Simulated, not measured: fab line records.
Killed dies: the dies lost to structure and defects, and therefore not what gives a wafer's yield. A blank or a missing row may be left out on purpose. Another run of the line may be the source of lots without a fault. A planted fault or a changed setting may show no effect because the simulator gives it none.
Matching of chambers :: flow n5-finfet :: 4 sister chambers for N5_MIM_BOT_ETCH_ETCH_04 on rie-diel-02
The step etches SiNx in CF4/O2, target depth 26 nm, time 13 s. 7 wafers are shown with their chamber, then 7 later ones without.

== WAFERS PAIRED WITH THEIR CHAMBERS ==
wafer: L530.4
chamber: 3
drypump-motor-current-A (A): 5.1
showerhead-plenum-p-Torr (Torr): 2.27

wafer: L535.2
chamber: 2
drypump-motor-current-A (A): 5.5
showerhead-plenum-p-Torr (Torr): 2.18

wafer: L543.2
chamber: 2
drypump-motor-current-A (A): 5.5
showerhead-plenum-p-Torr (Torr): 2.17

wafer: L543.4
chamber: 1
drypump-motor-current-A (A): 4.7
showerhead-plenum-p-Torr (Torr): 2.20

wafer: L543.5
chamber: 0
drypump-motor-current-A (A): 5.6
showerhead-plenum-p-Torr (Torr): 2.24

wafer: L549.1
chamber: 1
drypump-motor-current-A (A): 4.7
showerhead-plenum-p-Torr (Torr): 2.20

wafer: L549.3
chamber: 0
drypump-motor-current-A (A): 5.7
showerhead-plenum-p-Torr (Torr): 2.24

== WAFERS WITH NO CHAMBER GIVEN ==
wafer: L549.6
drypump-motor-current-A (A): 5.5
showerhead-plenum-p-Torr (Torr): 2.17

wafer: L547.1
drypump-motor-current-A (A): 5.6
showerhead-plenum-p-Torr (Torr): 2.24

wafer: L547.3
drypump-motor-current-A (A): 5.5
showerhead-plenum-p-Torr (Torr): 2.17

wafer: L547.6
drypump-motor-current-A (A): 4.7
showerhead-plenum-p-Torr (Torr): 2.19

wafer: L552.4
drypump-motor-current-A (A): 4.7
showerhead-plenum-p-Torr (Torr): 2.19

wafer: L552.5
drypump-motor-current-A (A): 5.1
showerhead-plenum-p-Torr (Torr): 2.25

wafer: L552.6
drypump-motor-current-A (A): 5.7
showerhead-plenum-p-Torr (Torr): 2.23

== WHICH CHAMBER EACH WENT THROUGH ==
wafer: L549.6
from the rows above: 2
in truth: 2

wafer: L547.1
from the rows above: 0
in truth: 0

wafer: L547.3
from the rows above: 2
in truth: 2

wafer: L547.6
from the rows above: 1
in truth: 1

wafer: L552.4
from the rows above: 1
in truth: 1

wafer: L552.5
from the rows above: 3
in truth: 3

wafer: L552.6
from the rows above: 0
in truth: 0
Placed correctly: 7 of 7. Left unplaced by these rows: 0. Wrongly placed: 0.
How it was worked out, from the rows above alone: a wafer's distance from a chamber is the root of the sum, over the readings, of the square of ((its reading less the chamber's mean) divided by the reading's scatter). The wafer belongs to the nearest chamber; if the next one is less than 2 further off, it can't be placed. Each chamber's mean is taken over the wafers shown for it. How the scatter is found: for the shown wafers, subtract from each reading the mean of its chamber, square and add these, divide the total by (wafers less chambers), then take the root.
